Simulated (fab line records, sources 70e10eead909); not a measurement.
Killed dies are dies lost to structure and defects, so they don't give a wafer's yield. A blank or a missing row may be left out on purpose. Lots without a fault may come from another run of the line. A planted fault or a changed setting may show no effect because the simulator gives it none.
fab line records | flow nand_harc
record lots=14 wafers=42 last_day=24
route steps=1159 shown A_M1@1058 A_BONDPAD@1073
lots that met no fault: from a run of the same line without faults
start_h: hours from the record's first day to the start of the lot's first wafer shown | wait_h: hours since the lot's step before | " the same as in the row above | L1.1+2: a row that stands for several wafers | - no value, or no start given | * or withheld: withheld | < > ~ a bound
route shown NAME@n: a module of which the file shows steps, and the number in the route of the first | usual: mean/standard deviation of fault-free wafers | same: alike in all rows | chamber/n: place in a boat | sites: the reading at each site | _std_site: their standard deviation | _edge_site: outer sites' mean less inner sites' | radius_mm: how far each site lies from the wafer's centre | mask NAME#n: copy n | behind: the tool/chamber that last shaped the wafer | hold: why the lot was held/for how many hours/how that ended | device: the transistor (n, p or np) that didn't switch | end of line: the same wafers' tests at the end of the route | a step without rows: its recipe alone | killed: dies lost to structure and defects at the first sort, not the wafer's yield | map: a wafer's dies, x killed, . not, _ none there
set.NAME: the setting as run; set.NAME@STEP: as run at that earlier step | model.NAME: the simulator's own value behind a step, which no gauge read
steps of the route over a sample of lots; a table a step, a row a wafer
services: from which hour (start_h, from the record's first day; less than 0 if before it) a tool's chamber was out of use, for how many hours, and why
## steps
# step NHARC_A_M1_DEP_33
# recipe target_thk_a=300 temp_c=370 target_thk_nm=30 pressure_torr=3 flow_sccm=200 rf_w=450 material=SiCN
# usual heater_power_outer_w=309/40 heater_power_w=565/55
# columns lot.wafer tool chamber start_h wait_h heater_power_outer_w heater_power_w
L324.3 pecvd-03 2 411.32 0.1 292 536
L324.2 " 1 " " 337 589
L324.4 " 2 " " 297 531
L321.3 pecvd-03 0 416.00 0.1 291 594
L321.6 " 1 " " 346 617
L321.4 " 2 " " 305 553
L326.1 pecvd-01 2 417.13 0.1 351 585
L326.6 " 0 " " 269 539
L326.5 " 1 " " 291 525
L325.2 pecvd-03 0 418.10 0.1 279 559
L325.5 " 1 " " 350 620
L325.4 " 0 " " 279 587
L331.1 pecvd-02 2 456.87 0.1 271 498
L331.5 " 2 " " 265 499
L331.4 " 0 " " 288 516
L329.1 pecvd-02 0 459.00 0.1 255 461
L329.3 " 1 " " 335 583
L329.6 " 0 " " 258 460
L330.2 pecvd-03 1 467.67 0.1 364 660
L330.6 " 0 " " 261 561
L330.4 " 1 " " 271 524
L336.2 pecvd-01 0 477.84 0.1 329 614
L336.3 " 2 " " 421 677
L336.6 " 2 " " 423 676
L334.3 pecvd-02 0 483.84 0.1 278 503
L334.5 " 2 " " 265 495
L334.6 " 0 " " 288 516
L335.3 pecvd-02 1 498.27 0.1 330 574
L335.1 " 2 " " 357 618
L335.5 " 2 " " 351 605
L337.1 pecvd-03 2 500.11 0.1 298 533
L337.2 " 1 " " 360 639
L337.6 " 1 " " 362 649
L339.4 pecvd-01 2 528.22 0.2 389 646
L339.6 " 0 " " 248 520
L339.5 " 2 " " 393 644
L340.3 pecvd-03 2 536.04 0.1 269 489
L340.4 " 0 " " 347 689
L340.5 " 1 " " 331 598
L343.3 pecvd-03 1 544.01 0.1 355 647
L343.2 " 0 " " 306 615
L343.4 " 2 " " 274 517
# step NHARC_A_BONDPAD_OVL_MEAS_35
# usual overlay_x_nm=0/5.9 overlay_y_nm=1/5
# columns lot.wafer tool chamber start_h wait_h overlay_x_nm overlay_y_nm
L324.2 overlay-01 - 413.26 - 1 0
L324.3 " - " " 1 0
L324.4 " - " " 2 0
L321.3 overlay-02 - 417.94 - -7 4
L321.4 " - " " -7 4
L321.6 " - " " -7 4
L326.1 overlay-02 - 418.91 - 4 -3
L326.5 " - " " 3 -4
L326.6 " - " " 4 -4
L325.2 overlay-01 - 419.78 - 0 -6
L325.4 " - " " 0 -6
L325.5 " - " " 0 -6
L331.1 overlay-01 - 458.74 - -2 -1
L331.4 " - " " -2 -1
L331.5 " - " " -2 -1
L329.1 overlay-02 - 460.83 - -5 1
L329.3 " - " " -5 2
L329.6 " - " " -5 1
L330.2 overlay-01 - 469.43 - 0 -1
L330.4 " - " " 0 -1
L330.6 " - " " -1 -1
L336.2 overlay-02 - 480.16 - 6 1
L336.3 " - " " 6 1
L336.6 " - " " 6 1
L334.3 overlay-02 - 485.78 - -8 -6
L334.5 " - " " -8 -6
L334.6 " - " " -7 -6
L335.1 overlay-01 - 500.09 - 5 9
L335.3 " - " " 4 10
L335.5 " - " " 4 9
L337.1 overlay-02 - 502.31 - 2 4
L337.2 " - " " 2 5
L337.6 " - " " 2 4
L339.4 overlay-01 - 530.16 - -11 8
L339.5 " - " " -12 8
L339.6 " - " " -11 8
L340.3 overlay-01 - 538.06 - -1 1
L340.4 " - " " -1 1
L340.5 " - " " -2 0
L343.2 overlay-02 - 545.76 - -11 -4
L343.3 " - " " -10 -4
L343.4 " - " " -10 -4
# step NHARC_A_BONDPAD_ETCH_12
# recipe target_depth_a=2200 time_s=110 chf3_flow_sccm=50 o2_flow_sccm=10 ar_flow_sccm=200 rf_w=500 bias_w=200 chemistry=CHF3/O2
# usual bias_w=199.9/0.61 chamber_pressure_mTorr=25.000/0.023 drypump_motor_current_A=5.82/0.27 oes_product_au=0.954/0.024 rf_vpp_V=371.1/2.6 showerhead_plenum_p_Torr=2.43/0.12 throttle_valve_pct=20.574/0.0083
# columns lot.wafer tool chamber start_h wait_h bias_w chamber_pressure_mTorr drypump_motor_current_A oes_product_au rf_hours_counter_h rf_vpp_V showerhead_plenum_p_Torr throttle_valve_pct
L324.3 rie_diel-10 1 - - 199.7 25.049 6.17 0.974 2 373.0 2.54 20.577
L324.4 " 2 " " 199.3 24.975 5.63 0.958 2 369.1 2.34 20.563
L324.2 " 3 " " 200.4 24.995 5.57 0.968 2 373.3 2.51 20.585
L321.3 rie_diel-10 1 - - 199.6 25.019 6.15 0.972 2 372.9 2.54 20.574
L321.4 " 2 " " 199.3 24.970 5.65 0.982 2 370.5 2.34 20.576
L321.6 " 1 " " 200.4 24.959 6.15 0.974 - 372.5 2.54 20.562
L326.1 rie_diel-10 0 - - 199.1 24.999 6.00 0.942 2 366.5 2.25 20.566
L326.6 " 3 " " 199.7 24.971 5.58 0.957 - 374.8 2.51 20.564
L326.5 " 0 " " 199.5 24.964 6.00 0.938 - 367.6 2.25 20.564
L325.4 rie_diel-10 2 - - 199.2 25.029 5.66 0.955 2 369.0 2.34 20.586
L325.2 " 0 " " 199.7 25.013 5.97 0.972 2 368.2 2.25 20.576
L325.5 " 2 " " 199.3 25.041 5.65 0.970 - 368.5 2.34 20.574
L331.4 rie_diel-10 1 - - 199.0 25.035 6.14 0.980 3 375.7 2.54 20.579
L331.1 " 0 " " 201.0 25.042 5.95 0.949 3 368.3 2.25 20.584
L331.5 " 2 " " 199.5 24.934 5.62 0.972 - 371.1 2.34 20.579
L329.1 rie_diel-10 2 - - 200.5 24.988 5.67 0.939 4 369.6 2.34 20.584
L329.3 " 1 " " 199.4 24.991 6.16 0.929 4 372.2 2.54 20.582
L329.6 " 2 " " 200.9 24.979 5.67 0.934 - 370.0 2.34 20.574
L330.2 rie_diel-10 2 - - 199.8 25.016 5.59 0.963 4 371.9 2.34 20.579
L330.4 " 3 " " 200.1 25.034 5.56 0.990 4 374.0 2.51 20.575
L330.6 " 2 " " 200.1 24.996 5.67 0.966 - 367.9 2.34 20.574
L336.2 rie_diel-10 3 - - 199.0 24.992 5.56 0.967 5 373.3 2.51 20.564
L336.3 " 0 " " 200.2 25.043 5.98 0.944 4 367.4 2.25 20.570
L336.6 " 1 " " 200.7 24.987 6.15 0.967 - 373.2 2.54 20.569
L334.3 rie_diel-10 0 - - 199.2 24.978 5.97 0.922 5 366.6 2.25 20.576
L334.6 " 0 " " 199.4 25.001 5.94 0.912 - 369.0 2.25 20.581
L334.5 " 1 " " 199.5 24.955 6.16 0.942 - 373.2 2.54 20.571
L335.3 rie_diel-10 3 - - 199.6 25.050 5.56 0.934 5 373.0 2.51 20.565
L335.1 " 0 " " 200.7 25.015 5.99 0.913 5 368.2 2.25 20.569
L335.5 " 1 " " 200.6 24.999 6.18 0.938 - 373.8 2.54 20.575
L337.1 rie_diel-10 0 - - 200.4 24.992 5.94 0.980 5 367.5 2.25 20.579
L337.2 " 2 " " 199.1 25.016 5.67 0.978 5 370.1 2.34 20.579
L337.6 " 0 " " 199.8 25.011 5.96 0.961 - 367.4 2.25 20.575
L339.4 rie_diel-10 3 - - 199.5 25.030 5.55 0.930 6 371.7 2.51 20.579
L339.5 " 2 " " 200.3 25.017 5.64 0.928 - 369.6 2.34 20.578
L339.6 " 3 " " 200.1 24.976 5.57 0.919 - 371.9 2.51 20.575
L340.4 rie_diel-13 1 - - 201.3 25.015 5.94 0.920 15 372.4 2.49 20.569
L340.3 " 3 " " 200.8 25.003 4.80 0.919 13 373.9 2.59 20.578
L340.5 " 1 " " 200.2 24.950 5.92 0.905 - 371.7 2.49 20.576
L343.2 rie_diel-10 1 - - 201.2 24.996 6.16 0.965 0 373.3 2.54 20.578
L343.3 " 2 " " 200.9 24.989 5.61 0.965 0 370.3 2.34 20.580
L343.4 " 2 " " 201.3 24.994 5.63 0.950 - 368.1 2.34 20.550
# step NHARC_A_BONDPAD_ETCH_24
# recipe target_depth_a=300 over_etch_frac=0.3 time_s=72.99 ion_energy_ev=150 cf4_flow_sccm=50 n2_flow_sccm=100 ar_flow_sccm=150 rf_w=300 bias_w=100 chemistry=CF4/N2
# usual bias_w=100.0/0.31 cf4_flow_sccm=50.00/0.15 drypump_motor_current_A=5.7/0.31 oes_product_au=1.003/0.011 rf_vpp_V=314.5/2.2 showerhead_plenum_p_Torr=2.64/0.12 throttle_valve_pct=19.793/0.0085
# columns lot.wafer tool chamber start_h wait_h bias_w cf4_flow_sccm drypump_motor_current_A oes_product_au rf_hours_counter_h rf_vpp_V showerhead_plenum_p_Torr throttle_valve_pct
L324.4 rie_diel-10 3 413.93 - 99.7 49.87 5.6 1.001 2 314.6 2.75 19.789
L324.3 " 1 " " 100.4 49.68 6.1 1.006 2 317.2 2.78 19.793
L324.2 " 2 " " 99.9 49.97 5.6 0.998 2 314.0 2.56 19.817
L321.4 rie_diel-10 1 418.63 - 99.9 50.04 6.2 1.012 2 316.8 2.78 19.798
L321.3 " 2 " " 100.1 50.05 5.6 1.001 2 313.0 2.56 19.795
L321.6 " 1 " " 99.8 50.06 6.2 1.011 - 317.6 2.78 19.796
L326.1 rie_diel-10 3 419.76 - - - - - - - - -
L326.6 " 3 " " - - - - - - - -
L326.5 " 0 " " - - - - - - - -
L325.4 rie_diel-10 1 420.45 - - - - - - - - -
L325.2 " 3 " " - - - - - - - -
L325.5 " 2 " " - - - - - - - -
L331.1 rie_diel-10 3 459.40 - 100.1 49.84 5.6 1.038 4 317.8 2.74 19.813
L331.4 " 1 " " 100.3 49.89 6.2 1.001 3 316.4 2.78 19.783
L331.5 " 0 " " 100.0 50.13 6.0 0.996 - 311.5 2.47 19.790
L329.1 rie_diel-10 2 461.52 - 100.1 49.94 5.6 1.002 4 313.0 2.56 19.790
L329.3 " 0 " " 99.6 50.11 6.0 0.990 4 312.6 2.47 19.792
L329.6 " 1 " " 100.0 49.74 6.2 0.999 - 316.9 2.78 19.788
L330.4 rie_diel-03 3 470.10 - 100.1 50.06 5.6 1.012 25 312.5 2.57 19.779
L330.2 " 2 " " 100.3 50.07 5.5 1.004 28 314.1 2.67 19.777
L330.6 " 3 " " 100.4 50.02 5.6 1.007 - 313.6 2.57 19.806
L336.3 rie_diel-10 3 480.92 0.1 99.7 49.91 5.6 1.013 5 314.6 2.74 19.793
L336.2 " 1 " " 100.3 50.13 6.2 1.013 4 318.3 2.78 19.795
L336.6 " 3 " " 100.0 50.00 5.5 1.023 - 316.7 2.74 19.796
L334.3 rie_diel-03 3 486.44 - 100.1 50.23 5.6 1.004 33 312.6 2.57 19.800
L334.5 " 3 " " 100.3 49.96 5.6 1.006 - 312.5 2.57 19.793
L334.6 " 0 " " 100.0 50.11 5.7 0.993 - 314.3 2.65 19.794
L335.1 rie_diel-10 1 500.77 - 99.8 49.75 6.2 1.005 5 317.4 2.78 19.792
L335.3 " 2 " " 99.9 50.13 5.6 1.011 5 313.9 2.56 19.793
L335.5 " 2 " " 99.5 49.94 5.6 1.019 - 312.7 2.56 19.792
L337.1 rie_diel-10 0 502.98 - 100.0 50.07 5.9 0.987 5 312.4 2.47 19.786
L337.2 " 3 " " 99.7 49.68 5.5 1.009 6 317.9 2.74 19.804
L337.6 " 0 " " 100.0 50.08 6.0 0.981 - 312.6 2.46 19.788
L339.4 rie_diel-13 1 530.83 - 100.7 50.04 5.9 0.997 13 315.5 2.73 19.797
L339.6 " 1 " " 100.3 50.34 5.9 0.991 - 315.6 2.73 19.794
L339.5 " 2 " " 100.1 49.87 5.8 1.003 - 317.9 2.83 19.778
L340.4 rie_diel-13 1 538.98 - 100.0 50.04 5.9 0.992 16 317.1 2.72 19.803
L340.3 " 2 " " 99.4 49.99 5.8 0.986 14 316.7 2.83 19.793
L340.5 " 3 " " 99.9 50.23 4.8 1.001 - 317.9 2.83 19.791
L343.2 rie_diel-10 2 546.52 0.1 100.3 49.93 5.7 0.996 0 312.9 2.56 19.787
L343.3 " 3 " " 100.4 49.79 5.6 1.004 0 315.4 2.74 19.786
L343.4 " 1 " " 100.0 50.16 6.2 1.007 - 316.6 2.78 19.789
## services
# columns tool chamber start_h hours kind
rie_diel-03 - 392.35 9.0 pm
pecvd-03 2 395.36 10.0 repair
rie_diel-10 0 411.52 - clean
rie_diel-10 1 411.52 - clean
rie_diel-10 2 411.52 - clean
rie_diel-10 3 411.52 - clean
rie_diel-13 3 413.15 4.2 repair
pecvd-01 - 418.24 13.0 pm
rie_diel-10 0 436.02 - clean
rie_diel-10 1 436.02 - clean
rie_diel-10 2 436.02 - clean
rie_diel-10 3 436.02 - clean
rie_diel-03 0 446.08 1.9 repair
rie_diel-13 - 453.23 9.0 pm
rie_diel-10 0 460.52 - clean
rie_diel-10 1 460.52 - clean
rie_diel-10 2 460.52 - clean
pecvd-03 - 474.10 13.0 pm
rie_diel-10 2 478.20 2.9 repair
pecvd-03 - 495.88 3.1 repair
pecvd-02 - 515.25 13.0 pm
pecvd-01 - 524.65 1.1 repair
pecvd-02 1 528.69 10.7 repair
pecvd-01 2 541.20 4.9 repair
## key
first_sign step=NHARC_A_BONDPAD_ETCH_24 reading=tool_record direction=missing
effect none on later readings
met_at NHARC_A_BONDPAD_ETCH_24
struck_lots L325,L326
later_rows_left_out L325.2,L325.4,L325.5,L326.1,L326.5,L326.6
sort_left_out L325.2,L325.4,L325.5,L326.1,L326.5,L326.6
tester_left_out L325
not_acting_at NHARC_A_M1_DEP_33,NHARC_A_BONDPAD_OVL_MEAS_35,NHARC_A_BONDPAD_ETCH_12
onset_between 418.63 419.76
earlier_fault kind=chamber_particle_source tool=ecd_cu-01 chamber=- onset_h=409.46 steps=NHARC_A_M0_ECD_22 rate_per_visit_cm2=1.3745
earlier_fault kind=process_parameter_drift tool=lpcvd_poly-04 chamber=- onset_h=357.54 steps=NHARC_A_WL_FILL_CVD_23 channel=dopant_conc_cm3 offset=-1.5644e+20 shape=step acts_in=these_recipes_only stated=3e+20
fault kind=skipped_step_whole tool=rie_diel-10 chamber=- onset_h=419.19 steps=NHARC_A_BONDPAD_ETCH_24 scope=struck_lots_only
# tester_left_out: of these lots the tester's yield and bins aren't shown, on N5 and GAA mostly nor the transistor test; their killed dies are dies lost to structure and defects alone, not to doping, threshold or leakage, so they don't give the yield
# sort_left_out: the simulated sort isn't trusted on such a fault, so these wafers' sort isn't shown, and their yield isn't known
# later_rows_left_out: the simulator's readings of these wafers behind a module that went badly wrong aren't trusted and aren't shown, but for the sort
